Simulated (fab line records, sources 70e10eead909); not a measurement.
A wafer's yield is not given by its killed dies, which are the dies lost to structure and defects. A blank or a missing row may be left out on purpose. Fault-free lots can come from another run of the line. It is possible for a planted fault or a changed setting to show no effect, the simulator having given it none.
Comparing a struck lot with a sound one | flow nandHarc | 18 out of 1159 route steps
Sound: wafers L473.4, L473.5, L473.6. Struck: wafers L474.2, L474.3, L474.5. Last of all comes the cause.
Per side, at each step with rows, come the tool, then ch with its chambers, and then its first start. Under that, the readings that differ: sound wafers | struck wafers | difference of the means | sigmas: that difference in standard deviations of wafers without a fault.
alike: a reading whose means differ by less than 2 such deviations, as well as words and numbers matching on both sides. not compared: withheld readings; readings where some wafer has no value; bounds like >300 that might hide an equal value; numbers whose values overlap and for which the record gives no deviation.
The two part at a step that has a row with sigmas, a row that says differs or no value, or rows on one side only. Non-overlapping numbers with no deviation appear without sigmas and do not part them. A reading that every wafer of one side lacks parts them only if that side has two wafers or more.

first, 2 steps without rows for these wafers: NHARC_P_STI_SRD_39; NHARC_P_STI_OXIDE_40 (material SiO2, target thk 10 nm, ox time 1362 s).
NHARC_P_STI_INSPECT_25:
  sound on defectInspect-01, day 4 13:16; struck on defectInspect-01, day 4 13:16
  alike: rawDefectCount
then, 9 steps without rows for these wafers: NHARC_P_GATE_ETCH_69 (etches SiO2 in dHF, target depth 14 nm); NHARC_P_GATE_PRECLEAN_70 (cleans in SC1); NHARC_P_GATE_SRD_01; NHARC_P_GATE_OXIDE_02 (material SiO2, target thk 37.5 nm, ox time 365 s); NHARC_P_GATE_DEHYDRATE_03 (time 120 s); NHARC_P_GATE_HMDS_04 (time 30 s); NHARC_P_GATE_COAT_05; NHARC_P_GATE_SOFTBAKE_06 (time 95 s); NHARC_P_GATE_EBR_07.
NHARC_P_GATE_EXPOSE_08: exposes mask P HV.
  sound on krfScanner-01 ch 0, day 4 21:10; struck on krfScanner-01 ch 0, day 4 21:14
reading | sound                | struck                     | difference | sigmas
mask    | P_HV#0 P_HV#0 P_HV#0 | P_HVPW#0 P_HVPW#0 P_HVPW#0 | differs    | 
then, 2 steps without rows for these wafers: NHARC_P_GATE_PEB_09 (peb time 85 s); NHARC_P_GATE_DEVELOP_10 (time 70 s).
NHARC_P_GATE_CD_MEAS_11: target cd 1640 nm.
  sound on cdSem-01 ch 0, day 4 21:19; struck on cdSem-01 ch 0, day 4 21:23
reading   | sound                | struck | difference                    | sigmas
cdNm (nm) | 1638.2 1637.5 1635.7 | - - -  | no value on the struck wafers | 
then, 1 step without rows for these wafers: NHARC_P_GATE_HARDBAKE_12 (time 80 s).
-- record jumps: 15 days between struck wafers' starts before vs after; left off in module P_GATE, resumes in module END, first step shown is number 1159 of the route --
NHARC_END_SORT_01:
  only the struck wafers appear in the record here, on prober-02 ch 0 at day 20 01:02; the sound ones have no rows

== WHERE THEY PART ==
First at NHARC_P_GATE_EXPOSE_08; last, within this record, at NHARC_END_SORT_01.

WHY: what the simulator had put in
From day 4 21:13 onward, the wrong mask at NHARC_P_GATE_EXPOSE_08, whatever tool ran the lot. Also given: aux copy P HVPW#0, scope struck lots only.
